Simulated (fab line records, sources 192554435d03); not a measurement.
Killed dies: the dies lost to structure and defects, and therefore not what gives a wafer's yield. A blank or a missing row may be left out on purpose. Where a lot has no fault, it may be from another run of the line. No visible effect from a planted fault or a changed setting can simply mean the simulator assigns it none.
fab line records :: flow n5-finfet :: part 2 of 2: steps 19 to 26 of 26
record:
  lots: 5
  wafers: 15
  last-day: 15
route steps=1938 shown BEOL_M3@973
lots with no fault: from the same line, run without faults
start-h: the number of hours between the record's first day and the start of the first shown wafer of the lot :: wait-h: how many hours have passed since the lot's step before this one :: " repeats the value in the row above :: L1.1+2: several wafers, shown together as one row :: - no value, or no start given :: * or withheld: withheld :: < > ~ a bound
route shown NAME@n: names a module that has steps shown in the file, with the first one's number in the route :: usual: mean/standard deviation of fault-free wafers :: same: alike in all rows :: chamber/n: place in a boat :: sites: the reading at each site :: _std_site: how widely they spread, as a standard deviation :: _edge_site: mean of outer sites minus mean of inner sites :: radius-mm: how far each site lies from the wafer's centre :: mask NAME#n: copy n :: behind: the last tool/chamber to shape the wafer :: hold: why the lot was held/for how many hours/how that ended :: device: transistor that didn't switch, given as n, p or np :: end of line: tests run on the same wafers once the route is complete :: a step without rows: its recipe alone :: killed: count of dies lost to structure and defects at first sort (not the wafer's yield) :: map: the dies of a wafer, with x for killed, . for not killed, _ for no die there
set.NAME: the setting as run; set.NAME@STEP: as run at that earlier step :: model.NAME: the simulator's own value behind a step, which no gauge read
lots seen at some steps along the route; tables by step, rows by wafer
services: from which hour (start-h, from the record's first day; less than 0 if before it) a tool's chamber was out of use, for how many hours, and why
== steps ==
step: N5_BEOL_M3_ALD_84
recipe:
  material: TaN
  target-thk-a: *
  temp-c: 275
  ald-precursor-family: PDMAT
  ald-co-reactant: NH3
  pressure-torr: 3
  carrier-flow-sccm: 1500
  pulse-time-s: 2
  purge-time-s: 3
  co-reactant-purge-time-s: 2
  co-reactant-pulse-time-s: 3
  ald-cycles: 30
  precursor-vessel-temp-c: 75
  precursor-vessel-pressure-torr: 26.25
  precursor-vessel-carrier-sccm: 1000
usual:
  heater-power-w: 463/48
  susceptor-temp-C: 275.01/0.19
same:
  co-reactant-pulse-time-s: 3
lot.wafer: L079.2
tool: ald-metal-03
chamber: 0
start-h: 180.24
wait-h: 0.0
heater-power-w: 409
susceptor-temp-C: 275.07

lot.wafer: L079.5
tool: ald-metal-03
chamber: 1
start-h: 180.24
wait-h: 0.0
heater-power-w: 418
susceptor-temp-C: 275.12

lot.wafer: L079.6
tool: ald-metal-03
chamber: 2
start-h: 180.24
wait-h: 0.0
heater-power-w: 509
susceptor-temp-C: 275.16

lot.wafer: L080.1
tool: ald-metal-01
chamber: 0
start-h: 185.00
wait-h: 0.0
heater-power-w: 434
susceptor-temp-C: 274.90

lot.wafer: L080.3
tool: ald-metal-01
chamber: 1
start-h: 185.00
wait-h: 0.0
heater-power-w: 455
susceptor-temp-C: 274.95

lot.wafer: L080.4
tool: ald-metal-01
chamber: 2
start-h: 185.00
wait-h: 0.0
heater-power-w: 447
susceptor-temp-C: 275.00

lot.wafer: L081.2
tool: ald-metal-01
chamber: 1
start-h: 195.16
wait-h: 0.0
heater-power-w: 457
susceptor-temp-C: 275.04

lot.wafer: L081.5
tool: ald-metal-01
chamber: 3
start-h: 195.16
wait-h: 0.0
heater-power-w: 435
susceptor-temp-C: 274.85

lot.wafer: L081.6
tool: ald-metal-01
chamber: 2
start-h: 195.16
wait-h: 0.0
heater-power-w: 448
susceptor-temp-C: 275.07

lot.wafer: L082.1
tool: ald-metal-03
chamber: 2
start-h: 212.06
wait-h: 0.0
heater-power-w: 501
susceptor-temp-C: 274.89

lot.wafer: L082.3
tool: ald-metal-03
chamber: 3
start-h: 212.06
wait-h: 0.0
heater-power-w: 513
susceptor-temp-C: 275.02

lot.wafer: L082.6
tool: ald-metal-03
chamber: 0
start-h: 212.06
wait-h: 0.0
heater-power-w: 409
susceptor-temp-C: 274.93

lot.wafer: L086.2
tool: ald-metal-02
chamber: 0
start-h: 233.00
wait-h: 0.0
heater-power-w: 389
susceptor-temp-C: 275.31

lot.wafer: L086.4
tool: ald-metal-02
chamber: 2
start-h: 233.00
wait-h: 0.0
heater-power-w: 498
susceptor-temp-C: 274.63

lot.wafer: L086.6
tool: ald-metal-02
chamber: 3
start-h: 233.00
wait-h: 0.0
heater-power-w: 503
susceptor-temp-C: 274.79
step: N5_BEOL_M3_SURFACE_TREAT_85
recipe:
  gas: Ar
  time-s: *
  ion-energy-ev: *
  ion-current-ma-cm2: 0.5
  pressure-mtorr: *
  ar-flow-sccm: 30
usual:
  throttle-valve-pct: *
same:
  time-s: *
lot.wafer: L079.2
tool: pvd-sputter-02
chamber: -
start-h: 180.76
wait-h: 0.4
throttle-valve-pct: *

lot.wafer: L079.5
tool: pvd-sputter-02
chamber: -
start-h: 180.76
wait-h: 0.4
throttle-valve-pct: *

lot.wafer: L079.6
tool: pvd-sputter-02
chamber: -
start-h: 180.76
wait-h: 0.4
throttle-valve-pct: *

lot.wafer: L080.1
tool: pvd-sputter-02
chamber: -
start-h: 185.34
wait-h: 0.2
throttle-valve-pct: *

lot.wafer: L080.3
tool: pvd-sputter-02
chamber: -
start-h: 185.34
wait-h: 0.2
throttle-valve-pct: *

lot.wafer: L080.4
tool: pvd-sputter-02
chamber: -
start-h: 185.34
wait-h: 0.2
throttle-valve-pct: *

lot.wafer: L081.2
tool: pvd-sputter-01
chamber: -
start-h: 195.42
wait-h: 0.2
throttle-valve-pct: *

lot.wafer: L081.5
tool: pvd-sputter-01
chamber: -
start-h: 195.42
wait-h: 0.2
throttle-valve-pct: *

lot.wafer: L081.6
tool: pvd-sputter-01
chamber: -
start-h: 195.42
wait-h: 0.2
throttle-valve-pct: *

lot.wafer: L082.1
tool: pvd-sputter-03
chamber: -
start-h: 212.35
wait-h: 0.2
throttle-valve-pct: *

lot.wafer: L082.3
tool: pvd-sputter-03
chamber: -
start-h: 212.35
wait-h: 0.2
throttle-valve-pct: *

lot.wafer: L082.6
tool: pvd-sputter-03
chamber: -
start-h: 212.35
wait-h: 0.2
throttle-valve-pct: *

lot.wafer: L086.2
tool: pvd-sputter-02
chamber: -
start-h: 233.41
wait-h: 0.3
throttle-valve-pct: *

lot.wafer: L086.4
tool: pvd-sputter-02
chamber: -
start-h: 233.41
wait-h: 0.3
throttle-valve-pct: *

lot.wafer: L086.6
tool: pvd-sputter-02
chamber: -
start-h: 233.41
wait-h: 0.3
throttle-valve-pct: *
step: N5_BEOL_M3_CVD_47
recipe:
  material: Co
  target-thk-a: 30
  temp-c: withheld
  precursor: CCTBA/H2
  pressure-torr: 30
  time-s: 223.8
same:
  time-s: 223.8
lot.wafer: L079.2+5+6
tool: cvd-co-01
chamber: 0,0,2
start-h: 181.05
wait-h: 0.3

lot.wafer: L080.1+3+4
tool: cvd-co-01
chamber: 0,2,0
start-h: 185.63
wait-h: 0.3

lot.wafer: L081.2+5+6
tool: cvd-co-01
chamber: 2,2,0
start-h: 195.49
wait-h: 0.1

lot.wafer: L082.1+3+6
tool: cvd-co-02
chamber: 0,2,2
start-h: 212.64
wait-h: 0.3

lot.wafer: L086.2+4+6
tool: cvd-co-02
chamber: 2,0,1
start-h: 233.47
wait-h: 0.0
step: N5_BEOL_M3_SPUTTER_48
recipe:
  material: Cu
  target-thk-a: 45
  temp-c: -20
  chamber-pressure-pa: 0.07
  power-w: withheld
  time-s: 8.29
usual:
  chamber-pressure-pa: 0.07002/0.00014
  susceptor-temp-C: -20.00/0.098
  throttle-valve-pct: 30.0/0.97
same:
  time-s: 8.29
lot.wafer: L079.2
tool: pvd-sputter-02
chamber: -
start-h: 181.24
wait-h: 0.1
chamber-pressure-pa: 0.06999
susceptor-temp-C: -19.88
throttle-valve-pct: 29.0

lot.wafer: L079.5
tool: pvd-sputter-02
chamber: -
start-h: 181.24
wait-h: 0.1
chamber-pressure-pa: 0.07007
susceptor-temp-C: -20.04
throttle-valve-pct: 29.2

lot.wafer: L079.6
tool: pvd-sputter-02
chamber: -
start-h: 181.24
wait-h: 0.1
chamber-pressure-pa: 0.06996
susceptor-temp-C: -19.93
throttle-valve-pct: 29.6

lot.wafer: L080.1
tool: pvd-sputter-03
chamber: -
start-h: 187.36
wait-h: 1.7
chamber-pressure-pa: 0.06999
susceptor-temp-C: -19.98
throttle-valve-pct: 31.0

lot.wafer: L080.3
tool: pvd-sputter-03
chamber: -
start-h: 187.36
wait-h: 1.7
chamber-pressure-pa: 0.07
susceptor-temp-C: -20.03
throttle-valve-pct: 30.6

lot.wafer: L080.4
tool: pvd-sputter-03
chamber: -
start-h: 187.36
wait-h: 1.7
chamber-pressure-pa: 0.06987
susceptor-temp-C: -20.01
throttle-valve-pct: 29.0

lot.wafer: L081.2
tool: pvd-sputter-01
chamber: -
start-h: 195.78
wait-h: 0.2
chamber-pressure-pa: 0.06986
susceptor-temp-C: -19.88
throttle-valve-pct: 30.6

lot.wafer: L081.5
tool: pvd-sputter-01
chamber: -
start-h: 195.78
wait-h: 0.2
chamber-pressure-pa: 0.06987
susceptor-temp-C: -19.93
throttle-valve-pct: 29.5

lot.wafer: L081.6
tool: pvd-sputter-01
chamber: -
start-h: 195.78
wait-h: 0.2
chamber-pressure-pa: 0.06978
susceptor-temp-C: -19.83
throttle-valve-pct: 30.6

lot.wafer: L082.1
tool: pvd-sputter-02
chamber: -
start-h: 213.99
wait-h: 1.3
chamber-pressure-pa: 0.06994
susceptor-temp-C: -19.99
throttle-valve-pct: 29.2

lot.wafer: L082.3
tool: pvd-sputter-02
chamber: -
start-h: 213.99
wait-h: 1.3
chamber-pressure-pa: 0.07006
susceptor-temp-C: -20.05
throttle-valve-pct: 29.6

lot.wafer: L082.6
tool: pvd-sputter-02
chamber: -
start-h: 213.99
wait-h: 1.3
chamber-pressure-pa: 0.06991
susceptor-temp-C: -19.90
throttle-valve-pct: 28.9

lot.wafer: L086.2
tool: pvd-sputter-01
chamber: -
start-h: 233.68
wait-h: 0.1
chamber-pressure-pa: 0.06983
susceptor-temp-C: -19.95
throttle-valve-pct: 30.8

lot.wafer: L086.4
tool: pvd-sputter-01
chamber: -
start-h: 233.68
wait-h: 0.1
chamber-pressure-pa: 0.06991
susceptor-temp-C: -20.12
throttle-valve-pct: 31.7

lot.wafer: L086.6
tool: pvd-sputter-01
chamber: -
start-h: 233.68
wait-h: 0.1
chamber-pressure-pa: 0.07009
susceptor-temp-C: -20.24
throttle-valve-pct: 31.8
step: N5_BEOL_M3_ANNEAL_49
recipe:
  temp-c: 400
  time-s: 240
  ambient: vacuum
usual:
  heater-power-w: 806/90
  susceptor-temp-C: 400.03/0.25
same:
  time-s: 240
lot.wafer: L079.2
tool: pvd-sputter-02
chamber: -
start-h: 181.32
wait-h: 0.0
heater-power-w: 761
susceptor-temp-C: 399.96

lot.wafer: L079.5
tool: pvd-sputter-02
chamber: -
start-h: 181.32
wait-h: 0.0
heater-power-w: 764
susceptor-temp-C: 399.79

lot.wafer: L079.6
tool: pvd-sputter-02
chamber: -
start-h: 181.32
wait-h: 0.0
heater-power-w: 1036
susceptor-temp-C: 400.21

lot.wafer: L080.1
tool: pvd-sputter-03
chamber: -
start-h: 187.44
wait-h: 0.0
heater-power-w: 807
susceptor-temp-C: 399.54

lot.wafer: L080.3
tool: pvd-sputter-03
chamber: -
start-h: 187.44
wait-h: 0.0
heater-power-w: 763
susceptor-temp-C: 399.83

lot.wafer: L080.4
tool: pvd-sputter-03
chamber: -
start-h: 187.44
wait-h: 0.0
heater-power-w: 839
susceptor-temp-C: 399.66

lot.wafer: L081.2
tool: pvd-sputter-01
chamber: -
start-h: 195.86
wait-h: 0.0
heater-power-w: 939
susceptor-temp-C: 400.15

lot.wafer: L081.5
tool: pvd-sputter-01
chamber: -
start-h: 195.86
wait-h: 0.0
heater-power-w: 722
susceptor-temp-C: 400.03

lot.wafer: L081.6
tool: pvd-sputter-01
chamber: -
start-h: 195.86
wait-h: 0.0
heater-power-w: 953
susceptor-temp-C: 399.96

lot.wafer: L082.1
tool: pvd-sputter-02
chamber: -
start-h: 214.07
wait-h: 0.0
heater-power-w: 753
susceptor-temp-C: 399.86

lot.wafer: L082.3
tool: pvd-sputter-02
chamber: -
start-h: 214.07
wait-h: 0.0
heater-power-w: 1041
susceptor-temp-C: 400.28

lot.wafer: L082.6
tool: pvd-sputter-02
chamber: -
start-h: 214.07
wait-h: 0.0
heater-power-w: 756
susceptor-temp-C: 399.86

lot.wafer: L086.2
tool: pvd-sputter-01
chamber: -
start-h: 233.76
wait-h: 0.0
heater-power-w: 951
susceptor-temp-C: 399.93

lot.wafer: L086.4
tool: pvd-sputter-01
chamber: -
start-h: 233.76
wait-h: 0.0
heater-power-w: 796
susceptor-temp-C: 400.01

lot.wafer: L086.6
tool: pvd-sputter-01
chamber: -
start-h: 233.76
wait-h: 0.0
heater-power-w: 782
susceptor-temp-C: 400.00
step: N5_BEOL_M3_SPUTTER_79
recipe:
  material: Cu
  target-thk-a: 45
  temp-c: -20
  chamber-pressure-pa: 0.07
  power-w: withheld
  time-s: 8.29
usual:
  chamber-pressure-pa: 0.06999/0.00014
  susceptor-temp-C: -19.99/0.11
  throttle-valve-pct: 30.0/0.96
same:
  time-s: 8.29
lot.wafer: L079.2
tool: pvd-sputter-02
chamber: -
start-h: 181.46
wait-h: 0.1
chamber-pressure-pa: 0.07
susceptor-temp-C: -19.88
throttle-valve-pct: 29.1

lot.wafer: L079.5
tool: pvd-sputter-02
chamber: -
start-h: 181.46
wait-h: 0.1
chamber-pressure-pa: 0.06982
susceptor-temp-C: -19.80
throttle-valve-pct: 29.3

lot.wafer: L079.6
tool: pvd-sputter-02
chamber: -
start-h: 181.46
wait-h: 0.1
chamber-pressure-pa: 0.07
susceptor-temp-C: -19.91
throttle-valve-pct: 29.5

lot.wafer: L080.1
tool: pvd-sputter-03
chamber: -
start-h: 187.58
wait-h: 0.1
chamber-pressure-pa: 0.06987
susceptor-temp-C: -19.87
throttle-valve-pct: 31.3

lot.wafer: L080.3
tool: pvd-sputter-03
chamber: -
start-h: 187.58
wait-h: 0.1
chamber-pressure-pa: 0.07003
susceptor-temp-C: -19.85
throttle-valve-pct: 30.7

lot.wafer: L080.4
tool: pvd-sputter-03
chamber: -
start-h: 187.58
wait-h: 0.1
chamber-pressure-pa: 0.07009
susceptor-temp-C: -19.88
throttle-valve-pct: 29.3

lot.wafer: L081.2
tool: pvd-sputter-01
chamber: -
start-h: 196.00
wait-h: 0.1
chamber-pressure-pa: 0.06996
susceptor-temp-C: -20.05
throttle-valve-pct: 30.6

lot.wafer: L081.5
tool: pvd-sputter-01
chamber: -
start-h: 196.00
wait-h: 0.1
chamber-pressure-pa: 0.06997
susceptor-temp-C: -20.03
throttle-valve-pct: 29.5

lot.wafer: L081.6
tool: pvd-sputter-01
chamber: -
start-h: 196.00
wait-h: 0.1
chamber-pressure-pa: 0.06995
susceptor-temp-C: -19.85
throttle-valve-pct: 30.6

lot.wafer: L082.1
tool: pvd-sputter-02
chamber: -
start-h: 214.21
wait-h: 0.1
chamber-pressure-pa: 0.0699
susceptor-temp-C: -20.03
throttle-valve-pct: 29.0

lot.wafer: L082.3
tool: pvd-sputter-02
chamber: -
start-h: 214.21
wait-h: 0.1
chamber-pressure-pa: 0.0701
susceptor-temp-C: -20.13
throttle-valve-pct: 29.3

lot.wafer: L082.6
tool: pvd-sputter-02
chamber: -
start-h: 214.21
wait-h: 0.1
chamber-pressure-pa: 0.06974
susceptor-temp-C: -19.99
throttle-valve-pct: 28.9

lot.wafer: L086.2
tool: pvd-sputter-01
chamber: -
start-h: 233.90
wait-h: 0.1
chamber-pressure-pa: 0.07004
susceptor-temp-C: -19.92
throttle-valve-pct: 30.8

lot.wafer: L086.4
tool: pvd-sputter-01
chamber: -
start-h: 233.90
wait-h: 0.1
chamber-pressure-pa: 0.06996
susceptor-temp-C: -20.08
throttle-valve-pct: 31.8

lot.wafer: L086.6
tool: pvd-sputter-01
chamber: -
start-h: 233.90
wait-h: 0.1
chamber-pressure-pa: 0.06997
susceptor-temp-C: -20.03
throttle-valve-pct: 31.6
step: N5_BEOL_M3_ANNEAL_80
recipe:
  temp-c: 400
  time-s: 240
  ambient: vacuum
usual:
  heater-power-w: 803/89
  susceptor-temp-C: 400.02/0.24
same:
  time-s: 240
lot.wafer: L079.2
tool: pvd-sputter-02
chamber: -
start-h: 181.54
wait-h: 0.0
heater-power-w: 732
susceptor-temp-C: 400.06

lot.wafer: L079.5
tool: pvd-sputter-02
chamber: -
start-h: 181.54
wait-h: 0.0
heater-power-w: 754
susceptor-temp-C: 399.79

lot.wafer: L079.6
tool: pvd-sputter-02
chamber: -
start-h: 181.54
wait-h: 0.0
heater-power-w: 1031
susceptor-temp-C: 400.24

lot.wafer: L080.1
tool: pvd-sputter-03
chamber: -
start-h: 187.66
wait-h: 0.0
heater-power-w: 834
susceptor-temp-C: 400.04

lot.wafer: L080.3
tool: pvd-sputter-03
chamber: -
start-h: 187.66
wait-h: 0.0
heater-power-w: 772
susceptor-temp-C: 399.78

lot.wafer: L080.4
tool: pvd-sputter-03
chamber: -
start-h: 187.66
wait-h: 0.0
heater-power-w: 833
susceptor-temp-C: 400.33

lot.wafer: L081.2
tool: pvd-sputter-01
chamber: -
start-h: 196.08
wait-h: 0.0
heater-power-w: 962
susceptor-temp-C: 400.05

lot.wafer: L081.5
tool: pvd-sputter-01
chamber: -
start-h: 196.08
wait-h: 0.0
heater-power-w: 744
susceptor-temp-C: 400.22

lot.wafer: L081.6
tool: pvd-sputter-01
chamber: -
start-h: 196.08
wait-h: 0.0
heater-power-w: 935
susceptor-temp-C: 400.07

lot.wafer: L082.1
tool: pvd-sputter-02
chamber: -
start-h: 214.29
wait-h: 0.0
heater-power-w: 751
susceptor-temp-C: 400.07

lot.wafer: L082.3
tool: pvd-sputter-02
chamber: -
start-h: 214.29
wait-h: 0.0
heater-power-w: 1028
susceptor-temp-C: 399.93

lot.wafer: L082.6
tool: pvd-sputter-02
chamber: -
start-h: 214.29
wait-h: 0.0
heater-power-w: 753
susceptor-temp-C: 399.97

lot.wafer: L086.2
tool: pvd-sputter-01
chamber: -
start-h: 233.98
wait-h: 0.0
heater-power-w: 947
susceptor-temp-C: 400.04

lot.wafer: L086.4
tool: pvd-sputter-01
chamber: -
start-h: 233.98
wait-h: 0.0
heater-power-w: 758
susceptor-temp-C: 400.32

lot.wafer: L086.6
tool: pvd-sputter-01
chamber: -
start-h: 233.98
wait-h: 0.0
heater-power-w: 774
susceptor-temp-C: 400.40
step: N5_BEOL_M3_SPUTTER_81
recipe:
  material: Cu
  target-thk-a: 45
  temp-c: -20
  chamber-pressure-pa: 0.07
  power-w: withheld
  time-s: 8.29
usual:
  chamber-pressure-pa: 0.06999/0.00015
  susceptor-temp-C: -20.01/0.11
  throttle-valve-pct: 30.0/0.96
same:
  time-s: 8.29
lot.wafer: L079.2
tool: pvd-sputter-02
chamber: -
start-h: 181.68
wait-h: 0.1
chamber-pressure-pa: 0.06991
susceptor-temp-C: -19.95
throttle-valve-pct: 29.1

lot.wafer: L079.5
tool: pvd-sputter-02
chamber: -
start-h: 181.68
wait-h: 0.1
chamber-pressure-pa: 0.07008
susceptor-temp-C: -19.82
throttle-valve-pct: 28.9

lot.wafer: L079.6
tool: pvd-sputter-02
chamber: -
start-h: 181.68
wait-h: 0.1
chamber-pressure-pa: 0.06988
susceptor-temp-C: -19.74
throttle-valve-pct: 29.9

lot.wafer: L080.1
tool: pvd-sputter-03
chamber: -
start-h: 187.80
wait-h: 0.1
chamber-pressure-pa: 0.06985
susceptor-temp-C: -20.08
throttle-valve-pct: 31.2

lot.wafer: L080.3
tool: pvd-sputter-03
chamber: -
start-h: 187.80
wait-h: 0.1
chamber-pressure-pa: 0.06986
susceptor-temp-C: -19.96
throttle-valve-pct: 30.6

lot.wafer: L080.4
tool: pvd-sputter-03
chamber: -
start-h: 187.80
wait-h: 0.1
chamber-pressure-pa: 0.07012
susceptor-temp-C: -19.97
throttle-valve-pct: 29.3

lot.wafer: L081.2
tool: pvd-sputter-01
chamber: -
start-h: 196.22
wait-h: 0.1
chamber-pressure-pa: 0.07014
susceptor-temp-C: -20.11
throttle-valve-pct: 30.7

lot.wafer: L081.5
tool: pvd-sputter-01
chamber: -
start-h: 196.22
wait-h: 0.1
chamber-pressure-pa: 0.0697
susceptor-temp-C: -19.88
throttle-valve-pct: 29.4

lot.wafer: L081.6
tool: pvd-sputter-01
chamber: -
start-h: 196.22
wait-h: 0.1
chamber-pressure-pa: 0.07015
susceptor-temp-C: -20.24
throttle-valve-pct: 30.8

lot.wafer: L082.1
tool: pvd-sputter-02
chamber: -
start-h: 214.43
wait-h: 0.1
chamber-pressure-pa: 0.0699
susceptor-temp-C: -19.92
throttle-valve-pct: 29.1

lot.wafer: L082.3
tool: pvd-sputter-02
chamber: -
start-h: 214.43
wait-h: 0.1
chamber-pressure-pa: 0.07005
susceptor-temp-C: -19.99
throttle-valve-pct: 29.5

lot.wafer: L082.6
tool: pvd-sputter-02
chamber: -
start-h: 214.43
wait-h: 0.1
chamber-pressure-pa: 0.06993
susceptor-temp-C: -19.88
throttle-valve-pct: 28.7

lot.wafer: L086.2
tool: pvd-sputter-01
chamber: -
start-h: 234.12
wait-h: 0.1
chamber-pressure-pa: 0.06983
susceptor-temp-C: -19.89
throttle-valve-pct: 30.7

lot.wafer: L086.4
tool: pvd-sputter-01
chamber: -
start-h: 234.12
wait-h: 0.1
chamber-pressure-pa: 0.07
susceptor-temp-C: -20.06
throttle-valve-pct: 31.7

lot.wafer: L086.6
tool: pvd-sputter-01
chamber: -
start-h: 234.12
wait-h: 0.1
chamber-pressure-pa: 0.06986
susceptor-temp-C: -20.13
throttle-valve-pct: 31.9
== services ==
tool: rie-diel-03
chamber: 1
start-h: 156.24
hours: 7.0
kind: repair

tool: rie-diel-03
chamber: 2
start-h: 158.64
hours: 5.7
kind: repair

tool: rie-diel-06
chamber: 1
start-h: 171.06
hours: 6.3
kind: repair

tool: rie-diel-05
chamber: 3
start-h: 172.48
hours: -
kind: clean

tool: rie-diel-05
chamber: 3
start-h: 172.48
hours: -
kind: consumable-replace:focus-ring

tool: rie-diel-05
chamber: 3
start-h: 172.48
hours: -
kind: consumable-replace:showerhead

tool: rie-diel-05
chamber: 3
start-h: 172.48
hours: 17.5
kind: scheduled-down

tool: rie-diel-05
chamber: 3
start-h: 172.48
hours: 17.5
kind: vent-cycle

tool: rie-diel-05
chamber: 1
start-h: 185.48
hours: 11.0
kind: repair

tool: rie-diel-06
chamber: 0
start-h: 198.60
hours: -
kind: clean

tool: rie-diel-06
chamber: 0
start-h: 198.60
hours: -
kind: consumable-replace:focus-ring

tool: rie-diel-06
chamber: 0
start-h: 198.60
hours: 18.2
kind: scheduled-down

tool: rie-diel-06
chamber: 0
start-h: 198.60
hours: 18.2
kind: vent-cycle

tool: rie-diel-03
chamber: 3
start-h: 202.61
hours: 2.6
kind: repair

tool: ald-metal-02
chamber: -
start-h: 204.72
hours: 0.8
kind: repair

tool: pvd-sputter-02
chamber: -
start-h: 205.02
hours: 2.0
kind: repair

tool: cvd-co-01
chamber: -
start-h: 210.55
hours: 14.6
kind: pm

tool: rie-diel-06
chamber: 2
start-h: 216.82
hours: -
kind: clean

tool: rie-diel-06
chamber: 2
start-h: 216.82
hours: -
kind: consumable-replace:focus-ring

tool: rie-diel-06
chamber: 2
start-h: 216.82
hours: -
kind: consumable-replace:showerhead

tool: rie-diel-06
chamber: 2
start-h: 216.82
hours: 14.5
kind: scheduled-down

tool: rie-diel-06
chamber: 2
start-h: 216.82
hours: 14.5
kind: vent-cycle

tool: cvd-co-02
chamber: -
start-h: 225.15
hours: 6.0
kind: pm

tool: rie-diel-06
chamber: -
start-h: 230.51
hours: 0.5
kind: repair
